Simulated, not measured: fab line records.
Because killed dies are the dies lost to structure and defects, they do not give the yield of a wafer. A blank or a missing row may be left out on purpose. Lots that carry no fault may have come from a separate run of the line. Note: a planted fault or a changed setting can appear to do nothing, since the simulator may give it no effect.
Matching of chambers    flow n5_finfet    rie_diel-01 running N5_HKMG_FIN_ETCH_67: 4 sister chambers
The step etches SOC in N2/H2, stops on TiN, target depth 388.9 nm. 4 wafers are shown with their chamber, then 10 later ones without.

## WAFERS PAIRED WITH THEIR CHAMBERS
wafer   chamber  drypump_motor_current_A (A)
L083.5  1        6.3
L088.3  0        4.9
L089.1  2        5.8
L089.3  3        6.1

## WAFERS MISSING THEIR CHAMBER
wafer   drypump_motor_current_A (A)
L089.5  4.8
L092.2  4.9
L092.4  5.7
L092.6  6.3
L093.1  6.3
L093.2  4.9
L093.3  6.1
L093.4  5.8
L093.5  6.1
L093.6  4.9

## CHAMBER TAKEN BY EACH
wafer   from the rows above  in truth
L089.5  0                    0
L092.2  0                    0
L092.4  2                    2
L092.6  1                    1
L093.1  1                    1
L093.2  0                    0
L093.3  3                    3
L093.4  2                    2
L093.5  3                    3
L093.6  0                    0
10 of 10 placed correctly. From these rows, 0 cannot be placed. Placed wrongly: 0.
How it was worked out, from the rows above alone: a wafer's distance from a chamber is the root of the sum, over the readings, of the square of ((its reading less the chamber's mean) divided by the reading's scatter). If the next closest chamber is less than 2 further off than the closest, the wafer can't be placed; otherwise it belongs to the closest. Each chamber's mean is taken over the wafers shown for it. The scatter (one wafer shown for each chamber): square how far every hidden wafer sits from the nearest shown wafer, average those squares and take the square root.
